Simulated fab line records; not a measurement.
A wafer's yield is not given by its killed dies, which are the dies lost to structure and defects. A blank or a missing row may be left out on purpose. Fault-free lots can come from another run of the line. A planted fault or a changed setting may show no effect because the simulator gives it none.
The tool behind it: which one?    flow n5Finfet    11 lots with 33 wafers sampled at 5 steps, on a route of 1938 steps

== WHAT THE GAUGES SHOWED, per wafer ==
N5_BEOL_M7_RS_MEAS_57: the measuring method here is four-point-probe.
lot   measured      on            M7_RS (ohm/sq)
L163  day 11 16:28  filmMetro-01  0.281 0.274 0.280
L165  day 11 23:01  filmMetro-01  0.281 0.292 0.299
L164  day 12 07:17  filmMetro-01  0.287 0.291 0.298
L167  day 12 11:41  filmMetro-02  0.286 0.285 0.280
L169  day 12 17:59  filmMetro-01  0.279 0.282 0.279
L170  day 12 21:38  filmMetro-02  0.298 0.290 0.288
L168  day 13 00:10  filmMetro-01  0.289 0.295 0.293
L177  day 15 09:04  filmMetro-01  0.290 0.286 0.292
L178  day 15 19:09  filmMetro-02  0.283 0.281 0.285
L180  day 15 19:42  filmMetro-02  0.289 0.282 0.285
L184  day 17 00:29  filmMetro-01  0.296 0.285 0.278

N5_BEOL_M7_INSPECT_58: inspects for defects (darkfield).
lot   measured      on                rawDefectCount
L163  day 11 16:29  defectInspect-01  60 31 46
L165  day 11 23:02  defectInspect-01  71 76 81
L164  day 12 07:19  defectInspect-01  76 71 135
L167  day 12 11:43  defectInspect-01  76 110 36
L169  day 12 18:00  defectInspect-02  89 79 60
L170  day 12 21:39  defectInspect-01  78 129 111
L168  day 13 00:12  defectInspect-02  91 65 76
L177  day 15 09:05  defectInspect-01  69 65 21
L178  day 15 19:11  defectInspect-01  78 123 109
L180  day 15 19:44  defectInspect-01  71 56 56
L184  day 17 00:31  defectInspect-02  81 26 37

== WHICH TOOL RAN EACH LOT (tool, then ch and the chambers of the sampled wafers, then the start) ==
lot   N5_BEOL_M7_PECVD_70              N5_BEOL_M7_ANNEAL_51             N5_BEOL_M7_CMP_52
L163  pecvd-04 ch 0,1,2, day 11 07:08  rtpAnneal-01 ch 0, day 11 15:43  cmp-02 ch 1,2,3, day 11 16:02
L165  pecvd-04 ch 1,2, day 11 15:34    rtpAnneal-02 ch 0, day 11 22:18  cmp-03 ch 1,3, day 11 22:38
L164  pecvd-02 ch 0,1,2, day 12 00:16  rtpAnneal-01 ch 0, day 12 06:34  cmp-01 ch 0,1,3, day 12 06:52
L167  pecvd-02 ch 0,1, day 12 06:10    rtpAnneal-01 ch 0, day 12 11:03  cmp-03 ch 0,3, day 12 11:19
L169  pecvd-02 ch 1,2, day 12 12:02    rtpAnneal-02 ch 0, day 12 17:16  cmp-02 ch 0,2, day 12 17:33
L170  pecvd-02 ch 0,1,2, day 12 15:18  rtpAnneal-01 ch 0, day 12 20:43  cmp-02 ch 0,1,3, day 12 21:12
L168  pecvd-02 ch 0,1,2, day 12 17:05  rtpAnneal-02 ch 0, day 12 23:21  cmp-01 ch 0,1,2, day 12 23:49
L177  pecvd-02 ch 0,2, day 14 22:26    rtpAnneal-02 ch 0, day 15 08:23  cmp-01 ch 1,2, day 15 08:38
L178  pecvd-04 ch 0,2, day 15 10:12    rtpAnneal-02 ch 0, day 15 18:26  cmp-02 ch 1,3, day 15 18:46
L180  pecvd-03 ch 0,1,2, day 15 10:31  rtpAnneal-02 ch 0, day 15 18:58  cmp-02 ch 0,2,3, day 15 19:21
L184  pecvd-03 ch 0,1,2, day 16 19:28  rtpAnneal-01 ch 0, day 16 23:46  cmp-02 ch 0,1,3, day 17 00:04
- N5_BEOL_M7_PECVD_70: deposits SiO2 from TEOS/O2, target thk 20 nm, time 22.7 s.
- N5_BEOL_M7_ANNEAL_51: time 90 s.
- N5_BEOL_M7_CMP_52: polishes, stops on SiCOH lowk, t overpolish 6.9 s, target thk 80 nm.

== WHAT THE TOOLS THEMSELVES READ (means of the sampled wafers that have a number; where no wafer has one, the mark that the record gives instead) ==
N5_BEOL_M7_PECVD_70.
lot   tool      heaterPowerOuterW (W)  heaterPowerW (W)  showerheadPlenumPTorr (Torr)  susceptorTempC (C)  throttleValvePct (%)
L163  pecvd-04  432                    724               8.87                          400.08              23.1
L165  pecvd-04  461                    773               8.83                          400.18              23.6
L164  pecvd-02  378                    604               8.81                          399.94              21.6
L167  pecvd-02  382                    604               8.88                          400.12              22.2
L169  pecvd-02  459                    695               8.77                          399.89              21.6
L170  pecvd-02  415                    662               8.80                          400.11              21.8
L168  pecvd-02  377                    609               8.83                          400.08              21.5
L177  pecvd-02  350                    601               8.87                          399.89              21.5
L178  pecvd-04  446                    727               8.88                          400.15              22.0
L180  pecvd-03  510                    812               8.74                          400.20              22.3
L184  pecvd-03  510                    815               8.73                          399.95              22.2

N5_BEOL_M7_ANNEAL_51.
lot   tool          annealTempCMax  wafer_temp_C_max
L163  rtpAnneal-01  226.49          225.49
L165  rtpAnneal-02  226.06          225.94
L164  rtpAnneal-01  226.70          225.56
L167  rtpAnneal-01  226.31          225.80
L169  rtpAnneal-02  226.45          225.93
L170  rtpAnneal-01  226.22          225.47
L168  rtpAnneal-02  226.64          225.95
L177  rtpAnneal-02  226.41          225.88
L178  rtpAnneal-02  226.56          225.94
L180  rtpAnneal-02  226.41          225.76
L184  rtpAnneal-01  226.18          225.68

N5_BEOL_M7_CMP_52.
lot   tool    barrierFieldEndpointS (s)  clearingPlatenRpm (rpm)  motorCurrentA (A)
L163  cmp-02  28.8                       50.021                   5.8
L165  cmp-03  28.8                       49.950                   7.5
L164  cmp-01  29.0                       50.007                   6.0
L167  cmp-03  29.0                       50.001                   6.8
L169  cmp-02  29.4                       49.989                   5.8
L170  cmp-02  29.0                       49.967                   5.9
L168  cmp-01  28.9                       49.992                   6.5
L177  cmp-01  36.2                       49.993                   6.4
L178  cmp-02  29.5                       49.984                   5.6
L180  cmp-02  29.0                       49.992                   5.9
L184  cmp-02  29.0                       49.982                   5.8

== THE ANSWER, worked out from the rows above alone ==
Rule: the lots themselves supply what counts as usual. Put in order of their means at a reading, lots are off if they are a third of the lots or fewer, leave a main group of 4 or more, and stand apart from it by a gap of 3 or more times the standard deviation of the main group's means; of several such gaps the widest counts. A main group whose means are all the same, to the digits that the tables above print for the reading, isn't used. Also off: a lot with no number at a reading for which 4 or more lots have one. Where the step has rows for the other lots, those lots are counted as sound. After the gauges, taken in route order, come the tools' own readings; for these a lot's mean is taken, as printed above. At the first step where some lot is off, the reading lying furthest off is the one used; lots without a number count as furthest.
Off at N5_BEOL_M7_CMP_52 (barrierFieldEndpointS): L177. The main group has a mean of 29.0 s with a standard deviation of 0.22.
If a tool, at that step or one of the process steps before it, ran each lot that is off and ran no sound lot following the first of them, it fits. This does not decide it: 2 tools fit, namely pecvd-02 at N5_BEOL_M7_PECVD_70 and cmp-01 at N5_BEOL_M7_CMP_52.

== WHAT THE SIMULATOR HAD PUT IN ==
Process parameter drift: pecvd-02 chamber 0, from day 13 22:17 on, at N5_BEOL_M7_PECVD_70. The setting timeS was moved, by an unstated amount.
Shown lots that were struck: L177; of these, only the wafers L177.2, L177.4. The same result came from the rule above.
